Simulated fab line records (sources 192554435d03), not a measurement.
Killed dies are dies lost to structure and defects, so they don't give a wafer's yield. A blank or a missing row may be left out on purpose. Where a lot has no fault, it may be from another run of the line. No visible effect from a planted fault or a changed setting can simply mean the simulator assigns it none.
Which of the tools did it? || flow n5Finfet || Sampling: 10 lots, 30 wafers, 5 of 1938 route steps

== WHAT EACH GAUGE READ, for each wafer ==
N5_BEOL_M2_THK_MEAS_53: measures by xrf.
{"lot": "L979", "measured": "day 6 16:59", "on": "filmMetro-02", "M2_THK (nm)": "42.4 39.7 43.9"}
{"lot": "L980", "measured": "day 7 02:46", "on": "filmMetro-02", "M2_THK (nm)": "40.7 39.1 39.7"}
{"lot": "L981", "measured": "day 7 12:59", "on": "filmMetro-01", "M2_THK (nm)": "38.4 36.6 38.8"}
{"lot": "L985", "measured": "day 8 16:34", "on": "filmMetro-02", "M2_THK (nm)": "39.2 41.7 38.8"}
{"lot": "L990", "measured": "day 9 14:51", "on": "filmMetro-02", "M2_THK (nm)": "41.6 40.3 42.1"}
{"lot": "L991", "measured": "day 10 18:38", "on": "filmMetro-01", "M2_THK (nm)": "41.1 41.3 40.8"}
{"lot": "L996", "measured": "day 11 01:54", "on": "filmMetro-01", "M2_THK (nm)": "41.8 41.7 39.3"}
{"lot": "L998", "measured": "day 11 10:44", "on": "filmMetro-01", "M2_THK (nm)": "41.7 40.3 41.7"}
{"lot": "L101", "measured": "day 12 20:11", "on": "filmMetro-02", "M2_THK (nm)": "39.5 38.3 37.5"}
{"lot": "L102", "measured": "day 13 02:22", "on": "filmMetro-01", "M2_THK (nm)": "43.6 41.4 44.1"}

N5_BEOL_M4_RC_MEAS_101.
{"lot": "L979", "measured": "day 7 22:57", "on": "prober-02", "DIBL_N (mV/V)": "37.0 36.5 36.5", "DIBL_P (mV/V)": "37.6 35.3 36.1", "IOFF_N (nA/um)": "0.15 0.13 0.13", "IOFF_P (nA/um)": "0.22 0.18 0.19", "ION_N (uA/um)": "676 657 660", "ION_P (uA/um)": "466 450 457", "SS_N (mV/dec)": "71.2 71.2 71.4", "SS_P (mV/dec)": "73.8 73.2 72.7", "VT_N (mV)": "250 253 252", "VT_P (mV)": "-250 -253 -251"}
{"lot": "L980", "measured": "day 8 08:36", "on": "prober-01", "DIBL_N (mV/V)": "36.6 34.4 35.2", "DIBL_P (mV/V)": "36.7 35.1 36.2", "IOFF_N (nA/um)": "0.16 0.12 0.14", "IOFF_P (nA/um)": "0.23 0.21 0.23", "ION_N (uA/um)": "671 640 667", "ION_P (uA/um)": "469 456 472", "SS_N (mV/dec)": "71.6 70.6 70.9", "SS_P (mV/dec)": "73.5 73.6 73.5", "VT_N (mV)": "250 257 253", "VT_P (mV)": "-248 -249 -249"}
{"lot": "L981", "measured": "day 8 16:59", "on": "prober-02", "DIBL_N (mV/V)": "32.8 33.6 32.4", "DIBL_P (mV/V)": "33.2 34.1 32.9", "IOFF_N (nA/um)": "0.11 0.11 0.10", "IOFF_P (nA/um)": "0.14 0.14 0.13", "ION_N (uA/um)": "650 640 651", "ION_P (uA/um)": "452 435 444", "SS_N (mV/dec)": "70.8 70.8 70.5", "SS_P (mV/dec)": "72.9 73.1 72.6", "VT_N (mV)": "255 259 258", "VT_P (mV)": "-258 -259 -258"}
{"lot": "L985", "measured": "day 9 12:15", "on": "prober-02", "DIBL_N (mV/V)": "35.1 37.4 38.2", "DIBL_P (mV/V)": "36.0 37.4 37.8", "IOFF_N (nA/um)": "0.15 0.18 0.18", "IOFF_P (nA/um)": "0.20 0.23 0.24", "ION_N (uA/um)": "675 683 668", "ION_P (uA/um)": "460 466 467", "SS_N (mV/dec)": "71.0 71.9 73.1", "SS_P (mV/dec)": "73.3 74.1 73.8", "VT_N (mV)": "249 248 248", "VT_P (mV)": "-250 -251 -249"}
{"lot": "L990", "measured": "day 11 04:35", "on": "prober-02", "DIBL_N (mV/V)": "37.5 36.8 39.8", "DIBL_P (mV/V)": "36.0 35.3 39.6", "IOFF_N (nA/um)": "0.17 0.16 0.23", "IOFF_P (nA/um)": "0.22 0.21 0.31", "ION_N (uA/um)": "689 670 699", "ION_P (uA/um)": "475 464 482", "SS_N (mV/dec)": "71.7 71.8 72.4", "SS_P (mV/dec)": "72.8 72.9 73.8", "VT_N (mV)": "248 248 243", "VT_P (mV)": "-247 -246 -241"}
{"lot": "L991", "measured": "day 11 13:04", "on": "prober-01", "DIBL_N (mV/V)": "38.2 34.0 36.5", "DIBL_P (mV/V)": "38.1 32.7 35.6", "IOFF_N (nA/um)": "0.20 0.13 0.17", "IOFF_P (nA/um)": "0.28 0.19 0.24", "ION_N (uA/um)": "686 665 675", "ION_P (uA/um)": "473 461 469", "SS_N (mV/dec)": "71.8 70.9 70.3", "SS_P (mV/dec)": "74.0 72.1 73.5", "VT_N (mV)": "245 251 250", "VT_P (mV)": "-246 -249 -246"}
{"lot": "L996", "measured": "day 11 21:08", "on": "prober-02", "DIBL_N (mV/V)": "39.6 38.2 36.8", "DIBL_P (mV/V)": "39.5 36.9 36.1", "IOFF_N (nA/um)": "0.21 0.18 0.16", "IOFF_P (nA/um)": "0.29 0.24 0.22", "ION_N (uA/um)": "684 682 674", "ION_P (uA/um)": "476 469 464", "SS_N (mV/dec)": "71.4 72.2 71.6", "SS_P (mV/dec)": "74.8 73.5 73.5", "VT_N (mV)": "243 247 248", "VT_P (mV)": "-247 -251 -249"}
{"lot": "L998", "measured": "day 12 12:03", "on": "prober-01", "DIBL_N (mV/V)": "36.3 33.1 34.3", "DIBL_P (mV/V)": "34.0 30.0 32.4", "IOFF_N (nA/um)": "0.16 0.10 0.12", "IOFF_P (nA/um)": "0.20 0.14 0.17", "ION_N (uA/um)": "682 656 669", "ION_P (uA/um)": "465 453 461", "SS_N (mV/dec)": "71.4 71.2 70.8", "SS_P (mV/dec)": "73.8 72.4 72.6", "VT_N (mV)": "250 254 252", "VT_P (mV)": "-250 -253 -255"}
{"lot": "L101", "measured": "day 13 22:01", "on": "prober-01", "DIBL_N (mV/V)": "38.1 37.9 35.8", "DIBL_P (mV/V)": "39.6 38.2 37.0", "IOFF_N (nA/um)": "0.19 0.18 0.15", "IOFF_P (nA/um)": "0.26 0.23 0.20", "ION_N (uA/um)": "677 696 674", "ION_P (uA/um)": "462 474 464", "SS_N (mV/dec)": "72.5 72.1 71.2", "SS_P (mV/dec)": "74.5 74.2 74.0", "VT_N (mV)": "246 249 251", "VT_P (mV)": "-246 -248 -251"}
{"lot": "L102", "measured": "day 14 01:53", "on": "prober-02", "DIBL_N (mV/V)": "34.6 36.8 36.9", "DIBL_P (mV/V)": "33.6 35.7 35.7", "IOFF_N (nA/um)": "0.13 0.17 0.16", "IOFF_P (nA/um)": "0.20 0.23 0.23", "ION_N (uA/um)": "674 690 682", "ION_P (uA/um)": "473 475 473", "SS_N (mV/dec)": "70.6 71.4 71.3", "SS_P (mV/dec)": "72.7 73.0 72.5", "VT_N (mV)": "250 249 253", "VT_P (mV)": "-251 -247 -247"}

== WHICH TOOL RAN EACH LOT (tool, then ch and the chambers of the sampled wafers, then the start) ==
{"lot": "L979", "N5_BEOL_M2_ANNEAL_91": "pvdSputter-03, day 6 15:37", "N5_BEOL_M2_DEP_57": "pecvd-04 ch 0,1, day 6 17:10", "N5_BEOL_M3_COAT_61": "lithoTrack-05 ch 0, day 6 19:05"}
{"lot": "L980", "N5_BEOL_M2_ANNEAL_91": "pvdSputter-03, day 7 01:08", "N5_BEOL_M2_DEP_57": "pecvd-01 ch 0,2, day 7 02:58", "N5_BEOL_M3_COAT_61": "lithoTrack-02 ch 0, day 7 03:51"}
{"lot": "L981", "N5_BEOL_M2_ANNEAL_91": "pvdSputter-01, day 7 11:36", "N5_BEOL_M2_DEP_57": "pecvd-03 ch 0,2, day 7 13:11", "N5_BEOL_M3_COAT_61": "lithoTrack-04 ch 0, day 7 17:41"}
{"lot": "L985", "N5_BEOL_M2_ANNEAL_91": "pvdSputter-01, day 8 15:11", "N5_BEOL_M2_DEP_57": "pecvd-04 ch 0,1,2, day 8 16:46", "N5_BEOL_M3_COAT_61": "lithoTrack-05 ch 0, day 8 17:53"}
{"lot": "L990", "N5_BEOL_M2_ANNEAL_91": "pvdSputter-01, day 9 13:20", "N5_BEOL_M2_DEP_57": "pecvd-01 ch 0,1, day 9 15:06", "N5_BEOL_M3_COAT_61": "lithoTrack-05 ch 0, day 9 17:35"}
{"lot": "L991", "N5_BEOL_M2_ANNEAL_91": "pvdSputter-02, day 10 16:21", "N5_BEOL_M2_DEP_57": "pecvd-04 ch 0,1,2, day 10 18:50", "N5_BEOL_M3_COAT_61": "lithoTrack-04 ch 0, day 10 21:37"}
{"lot": "L996", "N5_BEOL_M2_ANNEAL_91": "pvdSputter-03, day 11 00:32", "N5_BEOL_M2_DEP_57": "pecvd-03 ch 1,2, day 11 02:05", "N5_BEOL_M3_COAT_61": "lithoTrack-04 ch 0, day 11 04:01"}
{"lot": "L998", "N5_BEOL_M2_ANNEAL_91": "pvdSputter-01, day 11 09:22", "N5_BEOL_M2_DEP_57": "pecvd-01 ch 1,2, day 11 10:59", "N5_BEOL_M3_COAT_61": "lithoTrack-02 ch 0, day 11 12:07"}
{"lot": "L101", "N5_BEOL_M2_ANNEAL_91": "pvdSputter-02, day 12 18:49", "N5_BEOL_M2_DEP_57": "pecvd-01 ch 0,1,2, day 12 20:22", "N5_BEOL_M3_COAT_61": "lithoTrack-05 ch 0, day 12 22:01"}
{"lot": "L102", "N5_BEOL_M2_ANNEAL_91": "pvdSputter-01, day 13 01:00", "N5_BEOL_M2_DEP_57": "pecvd-04 ch 0,1, day 13 02:34", "N5_BEOL_M3_COAT_61": "lithoTrack-04 ch 0, day 13 03:35"}
- N5_BEOL_M2_ANNEAL_91: time 240 s.
- N5_BEOL_M2_DEP_57: deposits SiCN from 3MS/NH3, target thk 8 nm, time 14 s.
- N5_BEOL_M3_COAT_61: time 60 s, resist thk 60 nm.

== WHAT THE TOOLS THEMSELVES READ (means of the sampled wafers that have a number; where no wafer has one, the mark that the record gives instead) ==
N5_BEOL_M2_ANNEAL_91.
{"lot": "L979", "tool": "pvdSputter-03", "heaterPowerW (W)": 889}
{"lot": "L980", "tool": "pvdSputter-03", "heaterPowerW (W)": 898}
{"lot": "L981", "tool": "pvdSputter-01", "heaterPowerW (W)": 815}
{"lot": "L985", "tool": "pvdSputter-01", "heaterPowerW (W)": 821}
{"lot": "L990", "tool": "pvdSputter-01", "heaterPowerW (W)": 843}
{"lot": "L991", "tool": "pvdSputter-02", "heaterPowerW (W)": 904}
{"lot": "L996", "tool": "pvdSputter-03", "heaterPowerW (W)": 844}
{"lot": "L998", "tool": "pvdSputter-01", "heaterPowerW (W)": 826}
{"lot": "L101", "tool": "pvdSputter-02", "heaterPowerW (W)": 879}
{"lot": "L102", "tool": "pvdSputter-01", "heaterPowerW (W)": 825}

N5_BEOL_M2_DEP_57.
{"lot": "L979", "tool": "pecvd-04", "chamberPressureTorr (Torr)": 2.998, "showerheadPlenumPTorr (Torr)": 3.676, "throttleValvePct (%)": 9.7}
{"lot": "L980", "tool": "pecvd-01", "chamberPressureTorr (Torr)": 2.996, "showerheadPlenumPTorr (Torr)": 3.662, "throttleValvePct (%)": 8.8}
{"lot": "L981", "tool": "pecvd-03", "chamberPressureTorr (Torr)": 2.997, "showerheadPlenumPTorr (Torr)": 3.660, "throttleValvePct (%)": 9.1}
{"lot": "L985", "tool": "pecvd-04", "chamberPressureTorr (Torr)": 3.003, "showerheadPlenumPTorr (Torr)": 3.676, "throttleValvePct (%)": 9.5}
{"lot": "L990", "tool": "pecvd-01", "chamberPressureTorr (Torr)": 2.999, "showerheadPlenumPTorr (Torr)": 3.655, "throttleValvePct (%)": 9.9}
{"lot": "L991", "tool": "pecvd-04", "chamberPressureTorr (Torr)": 2.990, "showerheadPlenumPTorr (Torr)": 3.668, "throttleValvePct (%)": 9.4}
{"lot": "L996", "tool": "pecvd-03", "chamberPressureTorr (Torr)": 2.995, "showerheadPlenumPTorr (Torr)": 3.689, "throttleValvePct (%)": 8.7}
{"lot": "L998", "tool": "pecvd-01", "chamberPressureTorr (Torr)": 3.002, "showerheadPlenumPTorr (Torr)": 3.668, "throttleValvePct (%)": 9.7}
{"lot": "L101", "tool": "pecvd-01", "chamberPressureTorr (Torr)": 3.005, "showerheadPlenumPTorr (Torr)": 3.653, "throttleValvePct (%)": 9.4}
{"lot": "L102", "tool": "pecvd-04", "chamberPressureTorr (Torr)": 2.993, "showerheadPlenumPTorr (Torr)": 3.673, "throttleValvePct (%)": 9.8}

N5_BEOL_M3_COAT_61.
{"lot": "L979", "tool": "lithoTrack-05", "heaterPowerTotalW (W)": 500.2, "runLengthS (s)": 66.42}
{"lot": "L980", "tool": "lithoTrack-02", "heaterPowerTotalW (W)": 500.2, "runLengthS (s)": 66.53}
{"lot": "L981", "tool": "lithoTrack-04", "heaterPowerTotalW (W)": 500.3, "runLengthS (s)": 66.39}
{"lot": "L985", "tool": "lithoTrack-05", "heaterPowerTotalW (W)": 518.8, "runLengthS (s)": 62.94}
{"lot": "L990", "tool": "lithoTrack-05", "heaterPowerTotalW (W)": 508.0, "runLengthS (s)": 64.68}
{"lot": "L991", "tool": "lithoTrack-04", "heaterPowerTotalW (W)": 500.2, "runLengthS (s)": 66.41}
{"lot": "L996", "tool": "lithoTrack-04", "heaterPowerTotalW (W)": 499.8, "runLengthS (s)": 66.45}
{"lot": "L998", "tool": "lithoTrack-02", "heaterPowerTotalW (W)": 501.9, "runLengthS (s)": 66.44}
{"lot": "L101", "tool": "lithoTrack-05", "heaterPowerTotalW (W)": 500.6, "runLengthS (s)": 66.49}
{"lot": "L102", "tool": "lithoTrack-04", "heaterPowerTotalW (W)": 499.1, "runLengthS (s)": 66.51}

== THE ANSWER, worked out from the rows above alone ==
Rule: the lots themselves supply what counts as usual. The widest of any qualifying gaps counts: lots, ordered by their means at a reading, are off when they make up no more than a third of the lots, leave a main group of 4 or more, and stand apart from it by 3 or more times the standard deviation of that group's means. A main group is skipped when, at the precision printed for the reading in the tables above, its means are all equal. A lot without any number at a reading at which 4 lots or more have one is off too. The other lots that the step has rows for count as sound. Order of review: gauges by route order, followed by the tools' own readings, for which a lot's mean as printed above is used. The first step at which some lot is off is used, and at that step the reading that is off furthest; a lot without a number counts as furthest.
Off at N5_BEOL_M3_COAT_61 (runLengthS): L985, L990. The main group: mean 66.45 s, standard deviation 0.047.
A tool fits if, at that step or a process step before it, it ran every lot that is off, and no sound lot after the first of them. None of those tried fits.

== WHAT HAD BEEN PUT IN BY THE SIMULATOR ==
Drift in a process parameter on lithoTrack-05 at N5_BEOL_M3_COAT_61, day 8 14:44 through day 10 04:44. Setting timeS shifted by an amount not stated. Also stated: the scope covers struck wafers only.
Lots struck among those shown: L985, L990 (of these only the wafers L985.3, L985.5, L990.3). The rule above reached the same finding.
